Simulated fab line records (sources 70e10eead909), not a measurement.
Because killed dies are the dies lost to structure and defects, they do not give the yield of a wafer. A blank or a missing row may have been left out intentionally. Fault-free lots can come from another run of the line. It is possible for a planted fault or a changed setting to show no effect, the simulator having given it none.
fab line records :: flow nand-harc :: part 2 of 2: steps 28 to 42 of 42
[record]
  lots = 5
  wafers = 15
  last-day = 29
route steps=1302 shown P_CONTACT@219 P_M0@253
lots that met no fault: taken from a fault-free run of the same line
start-h: the number of hours between the record's first day and the start of the first shown wafer of the lot :: wait-h: time in hours since the lot's previous step :: " same as the row above :: L1.1+2: a row that stands for several wafers :: - either no value or no given start :: * or withheld: withheld :: < > ~ a bound
route shown NAME@n: NAME is a module with steps in the file, n the number in the route of the first one :: usual: mean/standard deviation taken from wafers without a fault :: same: alike in all rows :: chamber/n: place in a boat :: sites: readings site by site :: _std_site: standard deviation across them :: _edge_site: mean of outer sites minus mean of inner sites :: radius-mm: for every site, how far away it sits from the centre of the wafer :: mask NAME#n: copy n :: behind: tool/chamber where the wafer was last shaped :: hold: why the lot was held/for how many hours/how that ended :: device: transistor that didn't switch, given as n, p or np :: end of line: the route-end tests of the same wafers :: a step given without rows: its recipe and nothing more :: killed: count of dies lost to structure and defects at first sort (not the wafer's yield) :: map: a wafer's dies, x killed, . not, _ none there
set.NAME: the run value of the setting; set.NAME@STEP: its run value at that earlier step :: model.NAME: the simulator's own value behind a step, which no gauge read
lots at selected steps of the route; one table per step, one row per wafer
services: from which hour (start-h, from the record's first day; less than 0 if before it) a tool's chamber was out of use, for how many hours, and why
[[steps]]
[step NHARC_P_CONTACT_ALD_22]
[recipe]
  target-thk-a = 30
  pulse-time-s = 1
  ald-cycles = 150
  temp-c = 450
  material = TiN
[usual]
  heater-power-w = 1088/120
  precursor-pulse-height-rel = 1.001/0.019
lot.wafer: L077.2
tool: ald-metal-03
chamber: 3
start-h: 154.07
wait-h: -
heater-power-w: 1026
precursor-pulse-height-rel: 1.018

lot.wafer: L077.4
tool: ald-metal-03
chamber: 0
start-h: 154.07
wait-h: -
heater-power-w: 1048
precursor-pulse-height-rel: 0.992

lot.wafer: L077.3
tool: ald-metal-03
chamber: 1
start-h: 154.07
wait-h: -
heater-power-w: 945
precursor-pulse-height-rel: 1.003

lot.wafer: L079.4
tool: ald-metal-02
chamber: 3
start-h: 174.16
wait-h: -
heater-power-w: 1139
precursor-pulse-height-rel: 1.031

lot.wafer: L079.1
tool: ald-metal-02
chamber: 0
start-h: 174.16
wait-h: -
heater-power-w: 945
precursor-pulse-height-rel: 0.983

lot.wafer: L079.2
tool: ald-metal-02
chamber: 1
start-h: 174.16
wait-h: -
heater-power-w: 979
precursor-pulse-height-rel: 0.970

lot.wafer: L080.4
tool: ald-metal-03
chamber: 1
start-h: 175.18
wait-h: -
heater-power-w: 908
precursor-pulse-height-rel: 1.006

lot.wafer: L080.3
tool: ald-metal-03
chamber: 0
start-h: 175.18
wait-h: -
heater-power-w: 1042
precursor-pulse-height-rel: 0.978

lot.wafer: L080.6
tool: ald-metal-03
chamber: 2
start-h: 175.18
wait-h: -
heater-power-w: 1267
precursor-pulse-height-rel: 1.016

lot.wafer: L087.4
tool: ald-metal-01
chamber: 2
start-h: 245.16
wait-h: -
heater-power-w: 1065
precursor-pulse-height-rel: 1.008

lot.wafer: L087.1
tool: ald-metal-01
chamber: 0
start-h: 245.16
wait-h: -
heater-power-w: 1198
precursor-pulse-height-rel: 1.006

lot.wafer: L087.5
tool: ald-metal-01
chamber: 3
start-h: 245.16
wait-h: -
heater-power-w: 936
precursor-pulse-height-rel: 0.995

lot.wafer: L089.2
tool: ald-metal-03
chamber: 2
start-h: 266.42
wait-h: -
heater-power-w: 1297
precursor-pulse-height-rel: 1.028

lot.wafer: L089.1
tool: ald-metal-03
chamber: 3
start-h: 266.42
wait-h: -
heater-power-w: 1022
precursor-pulse-height-rel: 0.980

lot.wafer: L089.4
tool: ald-metal-03
chamber: 3
start-h: 266.42
wait-h: -
heater-power-w: 1028
precursor-pulse-height-rel: 1.009
[step NHARC_P_CONTACT_CVD_23]
[recipe]
  target-thk-a = 2000
  temp-c = 300
  pressure-torr = 40
  wf6-flow-sccm = 40
  h2-flow-sccm = 1600
  ar-flow-sccm = 1560
  time-s = 557
  material = W
[usual]
  heater-power-w = 436/42
  mfc-h2-sccm = 1601/4.8
  throttle-valve-pct = 8.11/0.23
lot.wafer: L077.2
tool: cvd-w-01
chamber: 0
start-h: -
wait-h: -
heater-power-w: 463
mfc-h2-sccm: 1601
throttle-valve-pct: 8.03

lot.wafer: L077.3
tool: cvd-w-01
chamber: 0
start-h: -
wait-h: -
heater-power-w: 466
mfc-h2-sccm: 1599
throttle-valve-pct: 8.10

lot.wafer: L077.4
tool: cvd-w-01
chamber: 1
start-h: -
wait-h: -
heater-power-w: 430
mfc-h2-sccm: 1605
throttle-valve-pct: 7.96

lot.wafer: L079.2
tool: cvd-w-01
chamber: 1
start-h: -
wait-h: -
heater-power-w: 421
mfc-h2-sccm: 1601
throttle-valve-pct: 8.00

lot.wafer: L079.1
tool: cvd-w-01
chamber: 0
start-h: -
wait-h: -
heater-power-w: 469
mfc-h2-sccm: 1614
throttle-valve-pct: 7.86

lot.wafer: L079.4
tool: cvd-w-01
chamber: 0
start-h: -
wait-h: -
heater-power-w: 480
mfc-h2-sccm: 1599
throttle-valve-pct: 7.93

lot.wafer: L080.3
tool: cvd-w-02
chamber: 1
start-h: -
wait-h: -
heater-power-w: 395
mfc-h2-sccm: 1599
throttle-valve-pct: 8.31

lot.wafer: L080.4
tool: cvd-w-02
chamber: 0
start-h: -
wait-h: -
heater-power-w: 498
mfc-h2-sccm: 1600
throttle-valve-pct: 8.13

lot.wafer: L080.6
tool: cvd-w-02
chamber: 0
start-h: -
wait-h: -
heater-power-w: 486
mfc-h2-sccm: 1598
throttle-valve-pct: 8.17

lot.wafer: L087.1
tool: cvd-w-02
chamber: 1
start-h: -
wait-h: -
heater-power-w: 390
mfc-h2-sccm: 1597
throttle-valve-pct: 8.36

lot.wafer: L087.4
tool: cvd-w-02
chamber: 1
start-h: -
wait-h: -
heater-power-w: 404
mfc-h2-sccm: 1610
throttle-valve-pct: 8.09

lot.wafer: L087.5
tool: cvd-w-02
chamber: 1
start-h: -
wait-h: -
heater-power-w: 395
mfc-h2-sccm: 1603
throttle-valve-pct: 8.34

lot.wafer: L089.1
tool: cvd-w-01
chamber: 0
start-h: -
wait-h: -
heater-power-w: 455
mfc-h2-sccm: 1602
throttle-valve-pct: 7.88

lot.wafer: L089.2
tool: cvd-w-01
chamber: 1
start-h: -
wait-h: -
heater-power-w: 385
mfc-h2-sccm: 1607
throttle-valve-pct: 8.01

lot.wafer: L089.4
tool: cvd-w-01
chamber: 0
start-h: -
wait-h: -
heater-power-w: 455
mfc-h2-sccm: 1605
throttle-valve-pct: 8.08
[step NHARC_P_CONTACT_CMP_24]
[recipe]
  t-overpolish-s = 30
  target-thk-nm = 200
[usual]
  motor-current-A = 12.2/1.2
  overpolish-run-s = 29.998/0.0097
  retaining-ring-pressure-frac = 1.000/0.0052
  slurry-filter-dp-kPa = 13.51/0.13
  time-to-endpoint-s = 41/3.9
lot.wafer: L077.3
tool: cmp-01
chamber: 1
start-h: 154.91
wait-h: 0.4
motor-current-A: 13.6
overpolish-run-s: 29.995
retaining-ring-pressure-frac: 0.999
slurry-filter-dp-kPa: 13.55
time-to-endpoint-s: 43

lot.wafer: L077.4
tool: cmp-01
chamber: 2
start-h: 154.91
wait-h: 0.4
motor-current-A: 12.3
overpolish-run-s: 30.001
retaining-ring-pressure-frac: 0.997
slurry-filter-dp-kPa: 13.42
time-to-endpoint-s: 48

lot.wafer: L077.2
tool: cmp-01
chamber: 0
start-h: 154.91
wait-h: 0.4
motor-current-A: 13.1
overpolish-run-s: 29.994
retaining-ring-pressure-frac: 0.990
slurry-filter-dp-kPa: 13.35
time-to-endpoint-s: 42

lot.wafer: L079.2
tool: cmp-01
chamber: 1
start-h: 174.99
wait-h: 0.6
motor-current-A: 13.6
overpolish-run-s: 29.999
retaining-ring-pressure-frac: 0.999
slurry-filter-dp-kPa: 13.43
time-to-endpoint-s: 43

lot.wafer: L079.4
tool: cmp-01
chamber: 2
start-h: 174.99
wait-h: 0.6
motor-current-A: 12.0
overpolish-run-s: 29.975
retaining-ring-pressure-frac: 1.002
slurry-filter-dp-kPa: 13.57
time-to-endpoint-s: 48

lot.wafer: L079.1
tool: cmp-01
chamber: 0
start-h: 174.99
wait-h: 0.6
motor-current-A: 12.2
overpolish-run-s: 30.008
retaining-ring-pressure-frac: 0.999
slurry-filter-dp-kPa: 13.84
time-to-endpoint-s: 42

lot.wafer: L080.4
tool: cmp-02
chamber: 1
start-h: 176.09
wait-h: 0.3
motor-current-A: 14.3
overpolish-run-s: 29.986
retaining-ring-pressure-frac: 0.996
slurry-filter-dp-kPa: 13.55
time-to-endpoint-s: 39

lot.wafer: L080.3
tool: cmp-02
chamber: 2
start-h: 176.09
wait-h: 0.3
motor-current-A: 11.1
overpolish-run-s: 30.013
retaining-ring-pressure-frac: 0.994
slurry-filter-dp-kPa: 13.57
time-to-endpoint-s: 44

lot.wafer: L080.6
tool: cmp-02
chamber: 3
start-h: 176.09
wait-h: 0.3
motor-current-A: 11.7
overpolish-run-s: 30.005
retaining-ring-pressure-frac: 1.001
slurry-filter-dp-kPa: 13.37
time-to-endpoint-s: 36

lot.wafer: L087.1
tool: cmp-02
chamber: 1
start-h: 246.04
wait-h: 0.5
motor-current-A: 13.3
overpolish-run-s: 29.985
retaining-ring-pressure-frac: 0.999
slurry-filter-dp-kPa: 13.57
time-to-endpoint-s: 40

lot.wafer: L087.4
tool: cmp-02
chamber: 2
start-h: 246.04
wait-h: 0.5
motor-current-A: 11.3
overpolish-run-s: 30.014
retaining-ring-pressure-frac: 1.003
slurry-filter-dp-kPa: 13.33
time-to-endpoint-s: 46

lot.wafer: L087.5
tool: cmp-02
chamber: 0
start-h: 246.04
wait-h: 0.5
motor-current-A: 10.8
overpolish-run-s: 29.997
retaining-ring-pressure-frac: 1.003
slurry-filter-dp-kPa: 13.57
time-to-endpoint-s: 36

lot.wafer: L089.4
tool: cmp-02
chamber: 2
start-h: 267.33
wait-h: 0.4
motor-current-A: 11.0
overpolish-run-s: 29.984
retaining-ring-pressure-frac: 0.998
slurry-filter-dp-kPa: 13.63
time-to-endpoint-s: 47

lot.wafer: L089.1
tool: cmp-02
chamber: 3
start-h: 267.33
wait-h: 0.4
motor-current-A: 11.2
overpolish-run-s: 29.985
retaining-ring-pressure-frac: 0.995
slurry-filter-dp-kPa: 13.47
time-to-endpoint-s: 42

lot.wafer: L089.2
tool: cmp-02
chamber: 0
start-h: 267.33
wait-h: 0.4
motor-current-A: 10.7
overpolish-run-s: 30.006
retaining-ring-pressure-frac: 0.990
slurry-filter-dp-kPa: 13.43
time-to-endpoint-s: 37
[step NHARC_P_CONTACT_SRD_26]
lot.wafer: L077.3+4+2
tool: wet-bench-02
chamber: 6,0,1
start-h: 155.23
wait-h: 0.0

lot.wafer: L079.1+2+4
tool: wet-bench-01
chamber: 0,2,3
start-h: 175.31
wait-h: 0.0

lot.wafer: L080.4+3+6
tool: wet-bench-02
chamber: 3,4,0
start-h: 176.36
wait-h: 0.0

lot.wafer: L087.4+5+1
tool: wet-bench-01
chamber: 6,7,0
start-h: 246.35
wait-h: 0.1

lot.wafer: L089.1+4+2
tool: wet-bench-01
chamber: 5,7,0
start-h: 267.64
wait-h: 0.0
[step NHARC_P_CONTACT_INSPECT_27]
[usual]
  raw-defect-count = 302/130
lot.wafer: L077.2
tool: defect-inspect-02
chamber: -
start-h: 155.31
wait-h: 0.1
raw-defect-count: 137

lot.wafer: L077.3
tool: defect-inspect-02
chamber: -
start-h: 155.31
wait-h: 0.1
raw-defect-count: 131

lot.wafer: L077.4
tool: defect-inspect-02
chamber: -
start-h: 155.31
wait-h: 0.1
raw-defect-count: 178

lot.wafer: L079.1
tool: defect-inspect-01
chamber: -
start-h: 175.39
wait-h: 0.1
raw-defect-count: 273

lot.wafer: L079.2
tool: defect-inspect-01
chamber: -
start-h: 175.39
wait-h: 0.1
raw-defect-count: 238

lot.wafer: L079.4
tool: defect-inspect-01
chamber: -
start-h: 175.39
wait-h: 0.1
raw-defect-count: 254

lot.wafer: L080.3
tool: defect-inspect-02
chamber: -
start-h: 176.44
wait-h: 0.1
raw-defect-count: 231

lot.wafer: L080.4
tool: defect-inspect-02
chamber: -
start-h: 176.44
wait-h: 0.1
raw-defect-count: 191

lot.wafer: L080.6
tool: defect-inspect-02
chamber: -
start-h: 176.44
wait-h: 0.1
raw-defect-count: 230

lot.wafer: L087.1
tool: defect-inspect-02
chamber: -
start-h: 246.42
wait-h: 0.1
raw-defect-count: 267

lot.wafer: L087.4
tool: defect-inspect-02
chamber: -
start-h: 246.42
wait-h: 0.1
raw-defect-count: 386

lot.wafer: L087.5
tool: defect-inspect-02
chamber: -
start-h: 246.42
wait-h: 0.1
raw-defect-count: 297

lot.wafer: L089.1
tool: defect-inspect-02
chamber: -
start-h: 267.71
wait-h: 0.1
raw-defect-count: 406

lot.wafer: L089.2
tool: defect-inspect-02
chamber: -
start-h: 267.71
wait-h: 0.1
raw-defect-count: 131

lot.wafer: L089.4
tool: defect-inspect-02
chamber: -
start-h: 267.71
wait-h: 0.1
raw-defect-count: 133
[step NHARC_P_M0_DEP_00]
[recipe]
  target-thk-a = 1500
  target-thk-nm = 150
  temp-c = withheld
  pressure-torr = 5
  flow-sccm = 200
  rf-w = 600
  material = SiOC
lot.wafer: L077.2+3+4
tool: pecvd-01
chamber: 2,0,2
start-h: 155.43
wait-h: 0.1

lot.wafer: L079.2+1+4
tool: pecvd-02
chamber: 1,2,0
start-h: 175.50
wait-h: 0.1

lot.wafer: L080.3+4+6
tool: pecvd-02
chamber: 1,1,0
start-h: 176.51
wait-h: 0.1

lot.wafer: L087.1+4+5
tool: pecvd-01
chamber: 2,1,2
start-h: 246.53
wait-h: 0.1

lot.wafer: L089.1+2+4
tool: pecvd-01
chamber: 0,1,1
start-h: 267.78
wait-h: 0.1
[step NHARC_P_M0_DEHYDRATE_01]
[recipe]
  temp-c = 150
  time-s = 120
lot.wafer: L077.2+3+4
tool: litho-track-04
chamber: 0
start-h: 155.79
wait-h: -

lot.wafer: L079.1+2+4
tool: litho-track-06
chamber: 0
start-h: 175.86
wait-h: -

lot.wafer: L080.3+4+6
tool: litho-track-01
chamber: 0
start-h: 176.90
wait-h: -

lot.wafer: L087.1+4+5
tool: litho-track-04
chamber: 0
start-h: 246.89
wait-h: -

lot.wafer: L089.1+2+4
tool: litho-track-04
chamber: 0
start-h: 268.18
wait-h: -
[step NHARC_P_M0_HMDS_02]
[recipe]
  time-s = 30
lot.wafer: L077.2+3+4
tool: litho-track-04
chamber: 0
start-h: -
wait-h: -

lot.wafer: L079.1+2+4
tool: litho-track-06
chamber: 0
start-h: -
wait-h: -

lot.wafer: L080.3+4+6
tool: litho-track-01
chamber: 0
start-h: -
wait-h: -

lot.wafer: L087.1+4+5
tool: litho-track-04
chamber: 0
start-h: -
wait-h: -

lot.wafer: L089.1+2+4
tool: litho-track-04
chamber: 0
start-h: -
wait-h: -
[step NHARC_P_M0_COAT_33]
[recipe]
  temp-c = 200
  time-s = 65
lot.wafer: L077.2+3+4
tool: litho-track-04
chamber: 0
start-h: -
wait-h: -

lot.wafer: L079.1+2+4
tool: litho-track-06
chamber: 0
start-h: -
wait-h: -

lot.wafer: L080.3+4+6
tool: litho-track-01
chamber: 0
start-h: -
wait-h: -

lot.wafer: L087.1+4+5
tool: litho-track-04
chamber: 0
start-h: -
wait-h: -

lot.wafer: L089.1+2+4
tool: litho-track-04
chamber: 0
start-h: -
wait-h: -
[step NHARC_P_M0_COAT_03]
[recipe]
  spin-rpm = 1500
  resist-thk-nm = 90
lot.wafer: L077.2+3+4
tool: litho-track-04
chamber: 0
start-h: -
wait-h: -

lot.wafer: L079.1+2+4
tool: litho-track-06
chamber: 0
start-h: -
wait-h: -

lot.wafer: L080.3+4+6
tool: litho-track-01
chamber: 0
start-h: -
wait-h: -

lot.wafer: L087.1+4+5
tool: litho-track-04
chamber: 0
start-h: -
wait-h: -

lot.wafer: L089.1+2+4
tool: litho-track-04
chamber: 0
start-h: -
wait-h: -
[step NHARC_P_M0_SOFTBAKE_04]
[recipe]
  temp-c = 105
  time-s = 55
lot.wafer: L077.2+3+4
tool: litho-track-04
chamber: 0
start-h: -
wait-h: -

lot.wafer: L079.1+2+4
tool: litho-track-06
chamber: 0
start-h: -
wait-h: -

lot.wafer: L080.3+4+6
tool: litho-track-01
chamber: 0
start-h: -
wait-h: -

lot.wafer: L087.1+4+5
tool: litho-track-04
chamber: 0
start-h: -
wait-h: -

lot.wafer: L089.1+2+4
tool: litho-track-04
chamber: 0
start-h: -
wait-h: -
[step NHARC_P_M0_EBR_05]
lot.wafer: L077.2+3+4
tool: litho-track-04
chamber: 0
start-h: -
wait-h: -

lot.wafer: L079.1+2+4
tool: litho-track-06
chamber: 0
start-h: -
wait-h: -

lot.wafer: L080.3+4+6
tool: litho-track-01
chamber: 0
start-h: -
wait-h: -

lot.wafer: L087.1+4+5
tool: litho-track-04
chamber: 0
start-h: -
wait-h: -

lot.wafer: L089.1+2+4
tool: litho-track-04
chamber: 0
start-h: -
wait-h: -
[step NHARC_P_M0_EXPOSE_06]
[recipe]
  na = 1.35
  target-cd-nm = 90
  dose-mj = 81.28
  mask-id = P_M0
lot.wafer: L077.2+3+4
tool: arfi-scanner-03
chamber: 0
start-h: 155.96
wait-h: -
mask: P_M0#0

lot.wafer: L079.1+2+4
tool: arfi-scanner-03
chamber: 0
start-h: 176.02
wait-h: -
mask: P_M0#0

lot.wafer: L080.3+4+6
tool: arfi-scanner-03
chamber: 0
start-h: 177.08
wait-h: -
mask: P_M0#0

lot.wafer: L087.1+4+5
tool: arfi-scanner-01
chamber: 0
start-h: 247.18
wait-h: -
mask: P_M0#0

lot.wafer: L089.1+2+4
tool: arfi-scanner-01
chamber: 0
start-h: 268.34
wait-h: -
mask: P_M0#0
[step NHARC_P_M0_PEB_07]
[recipe]
  peb-temp-c = 100
  peb-time-s = 65
[same]
  peb-time-s = 65
lot.wafer: L077.2+3+4
tool: litho-track-04
chamber: 0
start-h: 156.01
wait-h: 0.1

lot.wafer: L079.1+2+4
tool: litho-track-01
chamber: 0
start-h: 176.08
wait-h: 0.1

lot.wafer: L080.3+4+6
tool: litho-track-04
chamber: 0
start-h: 177.13
wait-h: 0.0

lot.wafer: L087.1+4+5
tool: litho-track-01
chamber: 0
start-h: 247.25
wait-h: 0.1

lot.wafer: L089.1+2+4
tool: litho-track-01
chamber: 0
start-h: 268.40
wait-h: 0.1
[step NHARC_P_M0_DEVELOP_08]
[recipe]
  develop-time-s = 35
  dev-temp-c = 23
lot.wafer: L077.2+3+4
tool: litho-track-04
chamber: 0
start-h: -
wait-h: -

lot.wafer: L079.1+2+4
tool: litho-track-01
chamber: 0
start-h: -
wait-h: -

lot.wafer: L080.3+4+6
tool: litho-track-04
chamber: 0
start-h: -
wait-h: -

lot.wafer: L087.1+4+5
tool: litho-track-01
chamber: 0
start-h: -
wait-h: -

lot.wafer: L089.1+2+4
tool: litho-track-01
chamber: 0
start-h: -
wait-h: -
[[services]]
tool: rie-diel-10
chamber: 3
start-h: 127.93
hours: 3.0
kind: repair

tool: cmp-01
chamber: -
start-h: 130.59
hours: 1.5
kind: repair

tool: rie-diel-10
chamber: 0
start-h: 134.34
hours: 5.0
kind: repair

tool: cmp-02
chamber: -
start-h: 134.50
hours: 4.0
kind: pm

tool: arfi-scanner-01
chamber: -
start-h: 138.71
hours: 1.4
kind: repair

tool: litho-track-01
chamber: -
start-h: 155.00
hours: 7.0
kind: pm

tool: cmp-01
chamber: -
start-h: 155.68
hours: 6.7
kind: repair

tool: rie-diel-11
chamber: -
start-h: 158.38
hours: 0.8
kind: repair

tool: wet-bench-07
chamber: -
start-h: 160.03
hours: 8.0
kind: pm

tool: rie-diel-10
chamber: 2
start-h: 160.91
hours: 1.9
kind: repair

tool: arfi-scanner-01
chamber: -
start-h: 161.84
hours: 2.6
kind: repair

tool: rie-diel-10
chamber: -
start-h: 170.83
hours: 1.2
kind: repair

tool: cmp-02
chamber: -
start-h: 178.34
hours: 0.9
kind: repair

tool: litho-track-06
chamber: -
start-h: 179.00
hours: 7.0
kind: pm

tool: cmp-02
chamber: -
start-h: 185.37
hours: 2.1
kind: repair

tool: cmp-01
chamber: -
start-h: 185.50
hours: 4.0
kind: pm

tool: arfi-scanner-03
chamber: -
start-h: 196.17
hours: 4.0
kind: pm

tool: litho-track-04
chamber: -
start-h: 203.00
hours: 7.0
kind: pm

tool: pvd-sputter-01
chamber: -
start-h: 221.66
hours: 2.4
kind: repair

tool: pvd-sputter-01
chamber: -
start-h: 226.00
hours: 10.0
kind: pm

tool: cmp-01
chamber: -
start-h: 231.29
hours: 3.8
kind: repair

tool: rie-diel-10
chamber: -
start-h: 242.50
hours: 9.0
kind: pm

tool: rie-diel-11
chamber: -
start-h: 255.50
hours: 9.0
kind: pm

tool: cmp-01
chamber: -
start-h: 265.74
hours: 0.2
kind: repair
